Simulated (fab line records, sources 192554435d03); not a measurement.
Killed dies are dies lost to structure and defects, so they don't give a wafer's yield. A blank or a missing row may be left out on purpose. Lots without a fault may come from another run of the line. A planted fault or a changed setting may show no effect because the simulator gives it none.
fab line records | flow n5_finfet
record lots=22 wafers=66 last_day=18
route steps=1938 shown BEOL_M1@828 BEOL_M2@858
lots that met no fault: from a run of the same line without faults
start_h: hours from the record's first day to the start of the lot's first wafer shown | wait_h: hours since the lot's step before | " the same as in the row above | L1.1+2: a row that stands for several wafers | - no value, or no start given | * or withheld: withheld | < > ~ a bound
route shown NAME@n: a module of which the file shows steps, and the number in the route of the first | usual: mean/standard deviation of fault-free wafers | same: alike in all rows | chamber/n: place in a boat | sites: the reading at each site | _std_site: their standard deviation | _edge_site: outer sites' mean less inner sites' | radius_mm: how far each site lies from the wafer's centre | mask NAME#n: copy n | behind: the tool/chamber that last shaped the wafer | hold: why the lot was held/for how many hours/how that ended | device: the transistor (n, p or np) that didn't switch | end of line: the same wafers' tests at the end of the route | a step without rows: its recipe alone | killed: dies lost to structure and defects at the first sort, not the wafer's yield | map: a wafer's dies, x killed, . not, _ none there
set.NAME: the setting as run; set.NAME@STEP: as run at that earlier step | model.NAME: the simulator's own value behind a step, which no gauge read
steps of the route over a sample of lots; a table a step, a row a wafer
services: from which hour (start_h, from the record's first day; less than 0 if before it) a tool's chamber was out of use, for how many hours, and why
## steps
# step N5_BEOL_M1_SPUTTER_94
# recipe material=Cu target_thk_a=45 temp_c=-20 chamber_pressure_pa=0.07 power_w=withheld time_s=8.29
# usual chamber_pressure_pa=0.07002/0.00016 chuck_sensor_temp_C=-16.2/0.47 throttle_valve_pct=29.5/0.77
# columns lot.wafer tool chamber start_h wait_h chamber_pressure_pa chuck_sensor_temp_C throttle_valve_pct
L076.1 pvd_sputter-03 - 147.74 0.1 0.07012 -15.5 29.8
L076.3 " - " " 0.06991 -16.3 30.3
L076.5 " - " " 0.07 -16.2 30.1
L075.3 pvd_sputter-02 - 147.85 0.1 0.06996 -16.7 30.2
L075.5 " - " " 0.07006 -16.7 30.4
L075.6 " - " " 0.07019 -15.7 29.6
L078.1 pvd_sputter-02 - 156.26 0.1 0.07024 -16.4 27.8
L078.4 " - " " 0.07011 -15.5 29.8
L078.5 " - " " 0.07016 -16.4 28.0
L077.1 pvd_sputter-01 - 164.07 0.1 0.06998 -16.6 28.5
L077.5 " - " " 0.06977 -16.5 30.0
L077.6 " - " " 0.06972 -16.1 30.7
L079.2 pvd_sputter-01 - 171.04 0.1 0.07011 -16.7 28.5
L079.4 " - " " 0.07008 -16.1 29.9
L079.6 " - " " 0.07022 -15.8 30.0
L080.1 pvd_sputter-03 - 176.11 0.1 0.07028 -15.5 29.3
L080.2 " - " " 0.06994 -15.6 29.6
L080.5 " - " " 0.07006 -15.6 29.1
L083.1 pvd_sputter-01 - 184.72 0.1 0.06971 -15.8 30.3
L083.2 " - " " 0.07006 -16.6 29.7
L083.5 " - " " 0.0699 -16.0 29.9
L081.1 pvd_sputter-03 - 186.28 0.1 0.07001 -16.7 28.4
L081.2 " - " " 0.06985 -15.5 29.1
L081.5 " - " " 0.07006 -15.5 29.7
L082.2 pvd_sputter-03 - 205.46 0.1 0.06998 -15.8 29.4
L082.4 " - " " 0.06987 -16.8 28.4
L082.5 " - " " 0.06996 -16.7 28.3
L084.1 pvd_sputter-03 - 207.30 0.1 0.06985 -16.2 30.4
L084.4 " - " " 0.0697 -15.6 29.1
L084.5 " - " " 0.06974 -16.6 28.3
L085.2 pvd_sputter-02 - 207.67 0.1 0.06972 -15.7 29.3
L085.5 " - " " 0.06988 -15.5 29.7
L085.6 " - " " 0.06999 -16.7 30.5
L087.3 pvd_sputter-01 - 210.60 0.1 0.0699 -16.8 28.7
L087.5 " - " " 0.0697 -16.1 29.9
L087.6 " - " " 0.06991 -16.2 30.6
L086.1 pvd_sputter-02 - 210.92 0.1 0.07017 -15.8 29.1
L086.3 " - " " 0.07027 -16.3 27.9
L086.4 " - " " 0.07003 -15.7 29.7
L090.1 pvd_sputter-02 - 227.71 0.1 0.06997 -16.4 28.3
L090.4 " - " " 0.0699 -16.5 30.5
L090.5 " - " " 0.07014 -16.6 30.4
L088.1 pvd_sputter-01 - 229.62 0.1 0.07019 -16.1 30.7
L088.2 " - " " 0.07009 -16.7 29.8
L088.3 " - " " 0.07014 -15.9 29.6
L089.1 pvd_sputter-01 - 234.20 0.1 0.07001 -16.7 28.3
L089.4 " - " " 0.07009 -16.0 30.5
L089.6 " - " " 0.07014 -16.7 28.6
L091.1 pvd_sputter-01 - 236.76 0.1 0.07004 -15.9 29.9
L091.4 " - " " 0.06974 -16.1 30.6
L091.5 " - " " 0.06984 -16.0 29.7
L092.1 pvd_sputter-03 - 252.94 0.1 0.06997 -15.5 28.8
L092.4 " - " " 0.06991 -15.6 29.5
L092.5 " - " " 0.06997 -15.7 29.2
L093.1 pvd_sputter-02 - 253.56 0.1 0.06971 -15.8 29.1
L093.4 " - " " 0.07015 -16.3 27.9
L093.6 " - " " 0.07004 -15.4 29.9
L095.3 pvd_sputter-01 - 259.39 0.1 0.07016 -16.2 30.4
L095.5 " - " " 0.07016 -16.9 28.2
L095.6 " - " " 0.06987 -16.7 29.9
L096.1 pvd_sputter-03 - 263.95 0.1 0.07033 -15.7 29.2
L096.3 " - " " 0.06991 -16.3 30.2
L096.5 " - " " 0.07001 -15.4 29.9
L097.2 pvd_sputter-01 - 270.79 0.1 0.06989 -16.6 29.7
L097.4 " - " " 0.07015 -16.1 30.0
L097.6 " - " " 0.06997 -16.9 28.6
# step N5_BEOL_M1_INSPECT_59
# recipe inspect_instrument=darkfield mode=post_dep
# usual raw_defect_count=76/30
# columns lot.wafer tool chamber start_h wait_h raw_defect_count
L076.1 defect_inspect-01 - 149.08 0.0 80
L076.3 " - " " 54
L076.5 " - " " 64
L075.3 defect_inspect-01 - 149.25 0.0 54
L075.5 " - " " 40
L075.6 " - " " 52
L078.1 defect_inspect-01 - 157.57 0.0 58
L078.4 " - " " 58
L078.5 " - " " 44
L077.1 defect_inspect-01 - 165.36 0.0 46
L077.5 " - " " 78
L077.6 " - " " 53
L079.2 defect_inspect-01 - 172.34 0.0 47
L079.4 " - " " 72
L079.6 " - " " 53
L080.1 defect_inspect-02 - 177.43 0.0 42
L080.2 " - " " 56
L080.5 " - " " 80
L083.1 defect_inspect-02 - 186.03 0.0 76
L083.2 " - " " 128
L083.5 " - " " 99
L081.1 defect_inspect-02 - 187.59 0.0 40
L081.2 " - " " 91
L081.5 " - " " 84
L082.2 defect_inspect-02 - 206.76 0.0 123
L082.4 " - " " 97
L082.5 " - " " 132
L084.1 defect_inspect-01 - 208.60 0.0 59
L084.4 " - " " 76
L084.5 " - " " 45
L085.2 defect_inspect-01 - 209.06 0.1 53
L085.5 " - " " 100
L085.6 " - " " 132
L087.3 defect_inspect-02 - 211.91 0.0 77
L087.5 " - " " 57
L087.6 " - " " 85
L086.1 defect_inspect-01 - 212.23 0.0 78
L086.3 " - " " 46
L086.4 " - " " 65
L090.1 defect_inspect-01 - 229.19 0.0 44
L090.4 " - " " 75
L090.5 " - " " 40
L088.1 defect_inspect-01 - 230.92 0.0 70
L088.2 " - " " 75
L088.3 " - " " 41
L089.1 defect_inspect-01 - 235.60 0.0 48
L089.4 " - " " 33
L089.6 " - " " 37
L091.1 defect_inspect-01 - 238.05 0.0 73
L091.4 " - " " 106
L091.5 " - " " 56
L092.1 defect_inspect-01 - 254.25 0.0 56
L092.4 " - " " 69
L092.5 " - " " 58
L093.1 defect_inspect-02 - 254.85 0.0 133
L093.4 " - " " 95
L093.6 " - " " 103
L095.3 defect_inspect-01 - 260.79 0.0 119
L095.5 " - " " 156
L095.6 " - " " 84
L096.1 defect_inspect-02 - 265.24 0.0 105
L096.3 " - " " 180
L096.5 " - " " 73
L097.2 defect_inspect-01 - 272.10 0.0 58
L097.4 " - " " 55
L097.6 " - " " 37
# step N5_BEOL_M2_ETCH_74
# recipe chemistry=N2/H2 target=underlayer target_depth_a=65 mask_material=CAR-EUV time_s=5.2 ion_energy_ev=200 pressure_mtorr=30 source_w=840 bias_w=150 n2_flow_sccm=200 h2_flow_sccm=200 ends=cleared
# usual drypump_motor_current_A=5.8/0.43 etch_rf_on_time_s=5.19/0.086 oes_product_au=0.67/0.057 rf_vpp_V=524.3/2.6 showerhead_plenum_p_Torr=2.55/0.08 throttle_valve_pct=17.9/0.31
# columns lot.wafer tool chamber start_h wait_h drypump_motor_current_A etch_rf_on_time_s oes_product_au rf_hours_counter_h rf_vpp_V showerhead_plenum_p_Torr throttle_valve_pct
L076.1 rie_diel-01 2 150.16 0.0 5.8 5.24 0.62 178 527.8 2.65 18.2
L076.3 " 0 " " 5.4 5.23 0.76 23 521.4 2.50 18.2
L076.5 " 2 " " 5.9 5.22 0.64 - 527.1 2.65 18.2
L075.3 rie_diel-03 2 150.20 0.0 5.7 5.20 0.69 97 527.6 2.67 17.9
L075.5 " 3 " " 5.1 5.40 0.59 - 521.0 2.41 18.0
L075.6 " 2 " " 5.7 5.27 0.70 - 525.2 2.67 17.9
L078.1 rie_diel-01 1 158.53 0.0 5.5 5.05 0.71 101 525.5 2.56 17.5
L078.4 " 0 " " 5.4 5.08 0.77 - 522.8 2.50 18.2
L078.5 " 2 " " 5.9 5.14 0.63 - 524.1 2.65 18.2
L077.1 rie_diel-06 3 166.33 0.0 5.4 4.96 0.74 81 525.1 2.57 17.7
L077.5 " 3 " " 5.4 5.00 0.73 - 524.9 2.57 17.7
L077.6 " 2 " " 6.8 5.10 0.65 - 524.1 2.52 18.2
L079.2 rie_diel-01 2 173.70 0.0 5.9 5.15 0.62 187 526.5 2.64 18.2
L079.4 " 3 " " 6.1 5.12 0.81 5 520.4 2.49 17.3
L079.6 " 1 " " 5.5 5.07 0.70 - 523.8 2.56 17.5
L080.1 rie_diel-03 0 180.50 0.0 6.0 5.21 0.60 221 526.7 2.62 18.2
L080.2 " 1 " " 5.8 5.27 0.76 34 525.8 2.69 17.4
L080.5 " 2 " " 5.6 5.21 0.68 - 526.2 2.67 17.9
L083.1 rie_diel-06 2 187.97 0.0 6.8 5.12 0.65 179 524.6 2.52 18.1
L083.2 " 1 " " 5.8 5.05 0.70 84 519.4 2.46 18.2
L083.5 " 1 " " 5.8 5.07 0.71 - 522.6 2.46 18.2
L081.1 rie_diel-06 1 188.54 0.0 5.8 5.13 0.72 84 523.3 2.46 18.1
L081.2 " 2 " " 6.8 5.22 0.64 180 521.9 2.52 18.2
L081.5 " 3 " " 5.4 5.13 0.71 - 523.9 2.57 17.7
L082.2 rie_diel-01 3 208.80 0.0 6.1 5.15 0.78 14 522.2 2.49 17.3
L082.4 " 1 " " 5.6 5.08 0.69 118 524.1 2.56 17.5
L082.5 " 2 " " 5.9 5.18 0.61 - 526.5 2.64 18.2
L084.1 rie_diel-03 3 209.49 0.0 5.1 5.38 0.59 230 518.8 2.40 18.0
L084.4 " 1 " " 5.8 5.30 0.75 43 529.7 2.69 17.4
L084.5 " 0 " " 6.0 5.25 0.60 - 526.9 2.61 18.2
L085.2 rie_diel-01 0 211.55 0.0 5.5 5.25 0.74 43 523.7 2.49 18.3
L085.5 " 1 " " 5.6 5.14 0.69 - 522.6 2.56 17.5
L085.6 " 0 " " 5.5 5.17 0.74 - 522.9 2.49 18.3
L087.3 rie_diel-03 1 215.15 0.0 5.8 5.28 0.74 45 529.2 2.69 17.4
L087.5 " 1 " " 5.8 5.25 0.75 - 526.3 2.69 17.5
L087.6 " 0 " " 6.0 5.20 0.60 - 528.2 2.61 18.2
L086.1 rie_diel-06 0 215.40 0.0 5.8 5.27 0.64 149 523.8 2.55 17.9
L086.3 " 1 " " 5.8 5.18 0.69 93 520.2 2.46 18.2
L086.4 " 2 " " 6.9 5.28 0.62 190 525.6 2.52 18.2
L090.1 rie_diel-06 1 231.07 0.0 5.8 5.11 0.70 98 522.5 2.45 18.2
L090.4 " 3 " " 5.4 5.09 0.70 104 525.6 2.56 17.7
L090.5 " 3 " " 5.4 5.07 0.70 - 523.3 2.56 17.7
L088.1 rie_diel-03 3 232.55 0.0 5.1 5.37 0.58 238 519.9 2.40 18.0
L088.2 " 0 " " 6.0 5.26 0.59 240 525.7 2.61 18.3
L088.3 " 2 " " 5.6 5.28 0.67 123 526.7 2.66 17.9
L089.1 rie_diel-03 0 237.95 0.0 6.0 5.18 0.60 242 525.7 2.61 18.3
L089.4 " 1 " " 5.8 5.24 0.73 53 530.7 2.68 17.5
L089.6 " 1 " " 5.8 5.23 0.73 - 527.4 2.68 17.5
L091.1 rie_diel-06 1 239.78 0.0 5.8 5.17 0.68 101 521.4 2.45 18.2
L091.4 " 0 " " 5.7 5.21 0.63 157 525.3 2.54 17.9
L091.5 " 2 " " 6.8 5.23 0.62 - 524.4 2.51 18.2
L092.1 rie_diel-06 0 257.11 0.0 5.8 5.22 0.64 162 520.8 2.54 17.9
L092.4 " 1 " " 5.8 5.08 0.69 107 523.0 2.45 18.2
L092.5 " 3 " " 5.4 5.11 0.69 - 526.2 2.56 17.7
L093.1 rie_diel-06 1 257.34 0.0 5.8 5.15 0.69 107 521.8 2.45 18.2
L093.4 " 3 " " 5.4 5.11 0.70 113 524.8 2.56 17.7
L093.6 " 0 " " 5.8 5.26 0.63 - 524.1 2.54 17.9
L095.3 rie_diel-01 0 265.24 0.0 5.4 5.26 0.71 63 523.0 2.48 18.3
L095.5 " 1 " " 5.5 5.08 0.68 - 525.1 2.55 17.5
L095.6 " 2 " " 5.9 5.22 0.60 - 528.1 2.63 18.3
L096.1 rie_diel-01 1 266.55 0.0 5.5 5.06 0.67 137 523.8 2.55 17.5
L096.3 " 0 " " 5.5 5.15 0.71 64 521.9 2.48 18.3
L096.5 " 2 " " 5.9 5.16 0.60 - 525.5 2.63 18.2
L097.2 rie_diel-01 1 273.60 0.0 5.5 5.12 0.67 140 524.2 2.55 17.5
L097.4 " 0 " " 5.5 5.22 0.71 67 521.8 2.48 18.3
L097.6 " 0 " " 5.5 5.16 0.71 - 519.7 2.48 18.3
# step N5_BEOL_M2_ETCH_64
# recipe chemistry=N2/H2 target=SOC target_depth_a=750 overetch_a=225 mask_material=SiARC temp_c=40 time_s=121.9 ion_energy_ev=200 pressure_mtorr=30 source_w=840 bias_w=150 n2_flow_sccm=200 h2_flow_sccm=200
# usual drypump_motor_current_A=5.8/0.43 oes_product_au=0.60/0.047 rf_vpp_V=524.2/2.3 showerhead_plenum_p_Torr=2.55/0.08 throttle_valve_pct=17.9/0.32
# columns lot.wafer tool chamber start_h wait_h drypump_motor_current_A oes_product_au rf_hours_counter_h rf_vpp_V showerhead_plenum_p_Torr throttle_valve_pct
L076.1 rie_diel-01 2 150.20 0.0 5.8 0.56 178 526.6 2.65 18.1
L076.3 " 0 " " 5.5 0.68 23 522.7 2.50 18.2
L076.5 " 2 " " 5.9 0.56 - 525.3 2.65 18.1
L075.3 rie_diel-03 2 150.25 0.0 5.7 0.62 97 527.0 2.67 17.8
L075.5 " 3 " " 5.1 0.55 - 520.6 2.41 18.0
L075.6 " 2 " " 5.6 0.61 - 527.0 2.67 17.8
L078.1 rie_diel-01 1 158.58 0.0 5.6 0.62 101 524.4 2.56 17.4
L078.4 " 0 " " 5.4 0.68 - 522.7 2.50 18.2
L078.5 " 2 " " 5.9 0.56 - 525.9 2.65 18.1
L077.1 rie_diel-06 3 166.37 0.0 5.4 0.64 81 523.2 2.57 17.6
L077.5 " 3 " " 5.4 0.64 - 525.0 2.57 17.6
L077.6 " 2 " " 6.9 0.58 - 523.0 2.52 18.1
L079.2 rie_diel-01 2 173.74 0.0 5.9 0.55 187 527.0 2.64 18.1
L079.4 " 3 " " 6.1 0.71 5 523.4 2.50 17.3
L079.6 " 1 " " 5.5 0.61 - 525.3 2.56 17.4
L080.1 rie_diel-03 0 180.54 0.0 6.0 0.55 221 526.1 2.62 18.2
L080.2 " 1 " " 5.8 0.68 34 528.7 2.69 17.4
L080.5 " 2 " " 5.6 0.61 - 528.0 2.67 17.9
L083.1 rie_diel-06 2 188.02 0.0 6.8 0.57 179 524.1 2.52 18.1
L083.2 " 1 " " 5.8 0.62 84 521.1 2.46 18.1
L083.5 " 1 " " 5.8 0.62 - 521.7 2.46 18.1
L081.1 rie_diel-06 1 188.59 0.0 5.8 0.62 84 522.8 2.46 18.1
L081.2 " 2 " " 6.9 0.57 180 523.9 2.52 18.1
L081.5 " 3 " " 5.4 0.63 - 524.3 2.57 17.6
L082.2 rie_diel-01 3 208.84 0.0 6.1 0.68 14 522.9 2.49 17.3
L082.4 " 1 " " 5.5 0.60 118 524.8 2.56 17.5
L082.5 " 2 " " 5.9 0.55 - 525.8 2.64 18.2
L084.1 rie_diel-03 3 209.54 0.0 5.1 0.54 230 519.9 2.40 18.0
L084.4 " 1 " " 5.8 0.67 43 528.2 2.69 17.4
L084.5 " 0 " " 6.0 0.54 - 526.3 2.61 18.2
L085.2 rie_diel-01 0 211.59 0.0 5.5 0.66 43 522.7 2.49 18.2
L085.5 " 1 " " 5.5 0.60 - 524.0 2.56 17.4
L085.6 " 0 " " 5.5 0.65 - 522.4 2.49 18.2
L087.3 rie_diel-03 1 215.20 0.0 5.8 0.67 45 527.1 2.69 17.4
L087.5 " 1 " " 5.8 0.66 - 529.2 2.69 17.4
L087.6 " 0 " " 6.0 0.54 - 526.7 2.61 18.2
L086.1 rie_diel-06 0 215.45 0.0 5.7 0.58 149 523.9 2.55 17.9
L086.3 " 1 " " 5.8 0.62 93 520.9 2.46 18.1
L086.4 " 2 " " 6.8 0.57 190 522.0 2.52 18.1
L090.1 rie_diel-06 1 231.12 0.0 5.8 0.62 98 522.3 2.45 18.1
L090.4 " 3 " " 5.4 0.63 104 524.3 2.56 17.7
L090.5 " 3 " " 5.4 0.62 - 525.4 2.56 17.7
L088.1 rie_diel-03 3 232.60 0.0 5.1 0.53 238 520.2 2.40 18.0
L088.2 " 0 " " 6.0 0.53 240 524.1 2.61 18.2
L088.3 " 2 " " 5.7 0.60 123 526.6 2.66 17.9
L089.1 rie_diel-03 0 238.00 0.0 6.0 0.53 242 526.7 2.61 18.2
L089.4 " 1 " " 5.8 0.66 53 528.3 2.68 17.4
L089.6 " 1 " " 5.8 0.66 - 528.5 2.68 17.4
L091.1 rie_diel-06 1 239.82 0.0 5.8 0.60 101 520.1 2.45 18.1
L091.4 " 0 " " 5.8 0.56 157 523.9 2.54 17.9
L091.5 " 2 " " 6.8 0.55 - 524.8 2.51 18.1
L092.1 rie_diel-06 0 257.16 0.0 5.8 0.57 162 523.7 2.54 17.9
L092.4 " 1 " " 5.8 0.60 107 522.1 2.45 18.1
L092.5 " 3 " " 5.4 0.62 - 523.3 2.56 17.7
L093.1 rie_diel-06 1 257.39 0.0 5.8 0.60 107 522.1 2.45 18.1
L093.4 " 3 " " 5.4 0.62 113 523.9 2.56 17.7
L093.6 " 0 " " 5.8 0.56 - 524.6 2.54 17.9
L095.3 rie_diel-01 0 265.29 0.0 5.5 0.63 63 522.1 2.48 18.2
L095.5 " 1 " " 5.5 0.59 - 521.8 2.55 17.5
L095.6 " 2 " " 5.9 0.53 - 527.3 2.63 18.2
L096.1 rie_diel-01 1 266.60 0.0 5.5 0.59 137 522.8 2.55 17.5
L096.3 " 0 " " 5.4 0.63 64 521.4 2.48 18.3
L096.5 " 2 " " 5.9 0.53 - 526.4 2.63 18.2
L097.2 rie_diel-01 1 273.65 0.0 5.5 0.59 140 524.1 2.55 17.5
L097.4 " 0 " " 5.5 0.63 67 523.0 2.48 18.3
L097.6 " 0 " " 5.5 0.63 - 522.5 2.48 18.3
# step N5_BEOL_M2_ALD_98
# recipe material=SiO2 target_thk_a=25 temp_c=100 ald_precursor_family=BDEAS ald_co_reactant=O2-plasma pulse_time_s=1 co_reactant_pulse_time_s=1 purge_time_s=2 co_reactant_purge_time_s=2 ald_cycles=17 pressure_torr=2
# usual heater_power_w=77/5 precursor_pulse_height_rel=0.996/0.02
# same co_reactant_pulse_time_s=1 co_reactant_purge_time_s=2
# columns lot.wafer tool chamber start_h wait_h heater_power_w precursor_pulse_height_rel
L076.1 ald_sin-01 3 151.37 0.1 77 0.965
L076.3 " 0 " " 76 0.975
L076.5 " 2 " " 74 1.002
L075.3 ald_sin-04 2 151.48 0.1 74 0.997
L075.5 " 2 " " 71 0.975
L075.6 " 1 " " 82 0.992
L078.1 ald_sin-04 0 159.64 0.2 85 1.005
L078.4 " 1 " " 82 0.984
L078.5 " 2 " " 74 0.987
L077.1 ald_sin-03 2 167.60 0.3 74 0.968
L077.5 " 3 " " 69 1.030
L077.6 " 0 " " 84 0.997
L079.2 ald_sin-01 0 174.81 0.1 77 1.019
L079.4 " 1 " " 83 0.995
L079.6 " 1 " " 83 0.986
L080.1 ald_sin-04 3 181.63 0.1 74 0.987
L080.2 " 0 " " 83 1.000
L080.5 " 2 " " 72 1.004
L083.1 ald_sin-03 0 190.81 1.9 80 0.982
L083.2 " 1 " " 79 1.017
L083.5 " 3 " " 68 1.022
L081.1 ald_sin-03 1 190.90 1.3 80 1.038
L081.2 " 3 " " 66 0.955
L081.5 " 0 " " 80 1.007
L082.2 ald_sin-01 0 210.07 0.2 77 1.022
L082.4 " 3 " " 77 0.979
L082.5 " 3 " " 79 1.002
L084.1 ald_sin-01 1 210.55 0.1 84 0.964
L084.4 " 3 " " 77 0.982
L084.5 " 0 " " 76 1.001
L085.2 ald_sin-04 0 213.13 0.5 85 0.992
L085.5 " 2 " " 75 1.008
L085.6 " 1 " " 81 1.000
L087.3 ald_sin-04 1 216.71 0.5 84 1.000
L087.5 " 2 " " 72 1.028
L087.6 " 3 " " 72 1.019
L086.1 ald_sin-04 0 216.81 0.4 85 0.970
L086.3 " 1 " " 83 1.011
L086.4 " 3 " " 74 1.000
L090.1 ald_sin-03 2 232.21 0.1 70 1.023
L090.4 " 0 " " 82 1.037
L090.5 " 0 " " 82 0.973
L088.1 ald_sin-03 2 234.50 0.5 69 0.984
L088.2 " 1 " " 76 1.016
L088.3 " 0 " " 81 1.029
L089.1 ald_sin-01 0 239.39 0.1 75 1.022
L089.4 " 2 " " 74 0.970
L089.6 " 0 " " 76 0.993
L091.1 ald_sin-04 1 240.98 0.1 83 1.005
L091.4 " 1 " " 82 0.986
L091.5 " 0 " " 86 0.985
L092.1 ald_sin-01 1 258.24 0.1 82 0.970
L092.4 " 0 " " 77 1.026
L092.5 " 2 " " 75 1.002
L093.1 ald_sin-01 3 258.40 0.1 77 1.023
L093.4 " 1 " " 82 1.004
L093.6 " 1 " " 83 1.004
L095.3 ald_sin-01 0 266.63 0.3 75 1.002
L095.5 " 1 " " 82 1.032
L095.6 " 0 " " 78 0.994
L096.1 ald_sin-03 1 267.65 0.1 79 0.966
L096.3 " 3 " " 67 1.007
L096.5 " 3 " " 66 0.981
L097.2 ald_sin-03 0 274.75 0.1 79 0.998
L097.4 " 2 " " 70 0.990
L097.6 " 3 " " 69 0.973
# step N5_BEOL_M2_ETCHBACK_99
# recipe chemistry=CHF3 target=SiO2 target_depth_a=50 time_s=10.4 source_w=215 bias_w=47 Ar_flow_sccm=200 CHF3_flow_sccm=12 ion_energy_ev=100 pressure_mtorr=30
# usual drypump_motor_current_A=5.8/0.42 oes_ar_750_au=0.80/0.069 oes_product_au=0.80/0.073 rf_vpp_V=241.3/1.7 showerhead_plenum_p_Torr=2.16/0.068 throttle_valve_pct=17.13/0.3
# columns lot.wafer tool chamber start_h wait_h drypump_motor_current_A oes_ar_750_au oes_product_au rf_hours_counter_h rf_vpp_V showerhead_plenum_p_Torr throttle_valve_pct
L076.1 rie_diel-01 0 151.54 0.1 5.5 0.89 0.91 23 240.8 2.12 17.32
L076.3 " 2 " " 5.9 0.74 0.73 178 242.8 2.23 17.24
L076.5 " 2 " " 5.9 0.74 0.73 - 243.5 2.23 17.23
L075.3 rie_diel-06 0 156.86 5.3 5.7 0.76 0.77 132 239.4 2.16 17.13
L075.5 " 2 " " 6.8 0.75 0.75 - 243.9 2.15 17.54
L075.6 " 0 " " 5.7 0.77 0.76 - 239.7 2.16 17.13
L078.1 rie_diel-03 2 176.03 16.3 5.6 0.81 0.80 106 243.3 2.26 17.19
L078.4 " 3 " " 5.1 0.70 0.70 219 239.6 2.05 17.29
L078.5 " 3 " " 5.1 0.71 0.70 - 239.5 2.05 17.28
L077.1 rie_diel-01 0 181.41 13.8 5.5 0.87 0.89 35 241.5 2.11 17.34
L077.5 " 3 " " 6.1 0.92 0.92 - 240.5 2.11 16.57
L077.6 " 2 " " 5.8 0.72 0.73 - 243.9 2.23 17.26
L079.2 rie_diel-06 3 197.15 22.3 5.4 0.84 0.84 92 243.1 2.18 16.93
L079.4 " 2 " " 6.8 0.74 0.74 183 243.0 2.15 17.58
L079.6 " 2 " " 6.8 0.74 0.74 - 241.5 2.15 17.57
L080.1 rie_diel-06 1 198.69 17.0 5.8 0.83 0.81 88 238.5 2.09 17.31
L080.2 " 3 " " 5.4 0.84 0.84 92 242.9 2.18 16.91
L080.5 " 3 " " 5.4 0.84 0.83 - 243.9 2.18 16.94
L083.1 rie_diel-01 1 198.94 8.1 5.5 0.81 0.82 114 239.6 2.17 16.73
L083.2 " 2 " " 5.9 0.72 0.73 193 242.8 2.23 17.28
L083.5 " 1 " " 5.5 0.81 0.81 - 241.5 2.17 16.71
L081.1 rie_diel-03 2 202.07 11.1 5.6 0.80 0.80 113 243.1 2.25 17.22
L081.2 " 3 " " 5.1 0.70 0.69 228 238.9 2.04 17.31
L081.5 " 2 " " 5.6 0.79 0.79 - 242.7 2.25 17.21
L084.1 rie_diel-03 2 210.81 0.2 5.6 0.79 0.79 116 243.1 2.25 17.24
L084.4 " 1 " " 5.8 0.87 0.88 43 240.7 2.29 16.79
L084.5 " 0 " " 6.0 0.71 0.71 - 242.9 2.21 17.40
L085.2 rie_diel-01 1 214.40 1.2 5.5 0.81 0.81 119 240.5 2.16 16.72
L085.5 " 0 " " 5.4 0.87 0.87 - 241.4 2.11 17.36
L085.6 " 3 " " 6.1 0.89 0.91 - 240.1 2.10 16.58
L087.3 rie_diel-03 2 217.95 1.2 5.7 0.79 0.80 118 243.5 2.25 17.23
L087.5 " 0 " " 6.0 0.71 0.70 - 242.9 2.21 17.42
L087.6 " 1 " " 5.8 0.87 0.87 - 241.2 2.28 16.79
L082.2 rie_diel-03 0 221.23 11.1 6.0 0.71 0.70 236 242.5 2.21 17.43
L082.4 " 3 " " 5.1 0.70 0.68 234 239.5 2.04 17.32
L082.5 " 3 " " 5.1 0.70 0.69 - 240.6 2.04 17.34
L086.1 rie_diel-06 0 221.33 4.5 5.7 0.76 0.75 151 239.9 2.15 17.17
L086.3 " 3 " " 5.4 0.82 0.83 100 243.6 2.17 16.95
L086.4 " 2 " " 6.8 0.74 0.73 192 242.9 2.15 17.60
L090.1 rie_diel-01 2 233.63 1.4 5.9 0.71 0.71 206 243.3 2.22 17.29
L090.4 " 0 " " 5.5 0.85 0.86 52 240.1 2.10 17.38
L090.5 " 0 " " 5.5 0.85 0.85 - 242.7 2.10 17.36
L088.1 rie_diel-06 1 238.32 3.8 5.7 0.82 0.81 101 240.3 2.08 17.33
L088.2 " 2 " " 6.9 0.73 0.73 198 242.4 2.14 17.60
L088.3 " 3 " " 5.4 0.82 0.83 107 242.2 2.17 16.96
L089.1 rie_diel-01 2 251.84 12.4 5.9 0.71 0.71 212 243.5 2.22 17.30
L089.4 " 1 " " 5.5 0.79 0.79 132 240.0 2.16 16.75
L089.6 " 2 " " 5.9 0.71 0.71 - 244.2 2.22 17.30
L091.1 rie_diel-01 0 259.54 18.5 5.5 0.83 0.84 62 240.9 2.10 17.38
L091.4 " 2 " " 5.8 0.70 0.71 216 243.3 2.22 17.31
L091.5 " 0 " " 5.5 0.84 0.84 - 240.2 2.10 17.39
L092.1 rie_diel-01 1 264.77 6.5 5.5 0.79 0.77 136 239.2 2.16 16.74
L092.4 " 2 " " 5.9 0.70 0.70 216 244.1 2.22 17.31
L092.5 " 0 " " 5.4 0.84 0.84 - 241.9 2.10 17.40
L093.1 rie_diel-03 2 264.81 6.4 5.7 0.78 0.78 135 242.2 2.25 17.26
L093.4 " 2 " " 5.6 0.78 0.77 - 243.5 2.25 17.27
L093.6 " 3 " " 5.1 0.69 0.69 - 239.6 2.04 17.36
L096.1 rie_diel-01 0 275.01 7.3 5.5 0.83 0.82 67 241.7 2.10 17.41
L096.3 " 2 " " 5.8 0.71 0.70 220 241.6 2.22 17.32
L096.5 " 0 " " 5.5 0.83 0.83 - 243.0 2.10 17.39
L095.3 rie_diel-06 0 275.04 8.4 5.7 0.73 0.74 169 239.4 2.15 17.21
L095.5 " 3 " " 5.4 0.81 0.81 - 242.4 2.17 16.96
L095.6 " 0 " " 5.8 0.74 0.74 - 238.8 2.15 17.21
L097.2 rie_diel-03 1 293.14 18.3 5.8 0.83 0.83 74 237.6 2.27 16.84
L097.4 " 2 " " 5.7 0.77 0.76 - 243.2 2.24 17.28
L097.6 " 1 " " 5.8 0.83 0.84 - 240.8 2.27 16.83
## services
# columns tool chamber start_h hours kind
rie_diel-01 3 137.44 - clean
rie_diel-01 3 137.44 - consumable_replace:focus_ring
rie_diel-01 3 137.44 23.2 scheduled_down
rie_diel-01 3 137.44 23.2 vent_cycle
pvd_sputter-03 - 161.93 6.6 repair
rie_diel-06 - 174.50 0.2 repair
ald_sin-03 - 176.81 14.0 pm
pvd_sputter-02 - 185.64 12.6 repair
ald_sin-01 - 189.68 4.3 pm
rie_diel-03 1 191.39 1.3 repair
ald_sin-03 1 227.38 3.0 repair
ald_sin-04 2 234.21 14.3 repair
rie_diel-01 1 247.05 2.6 repair
rie_diel-03 3 247.54 9.3 repair
rie_diel-03 0 259.40 - clean
rie_diel-03 0 259.40 - consumable_replace:focus_ring
rie_diel-03 0 259.40 20.5 scheduled_down
rie_diel-03 0 259.40 20.5 vent_cycle
rie_diel-03 - 267.25 1.6 repair
ald_sin-04 3 267.92 3.5 repair
ald_sin-04 - 268.31 14.0 pm
rie_diel-03 3 279.88 - clean
rie_diel-03 3 279.88 - consumable_replace:focus_ring
rie_diel-03 3 279.88 - consumable_replace:showerhead
## key
fault none
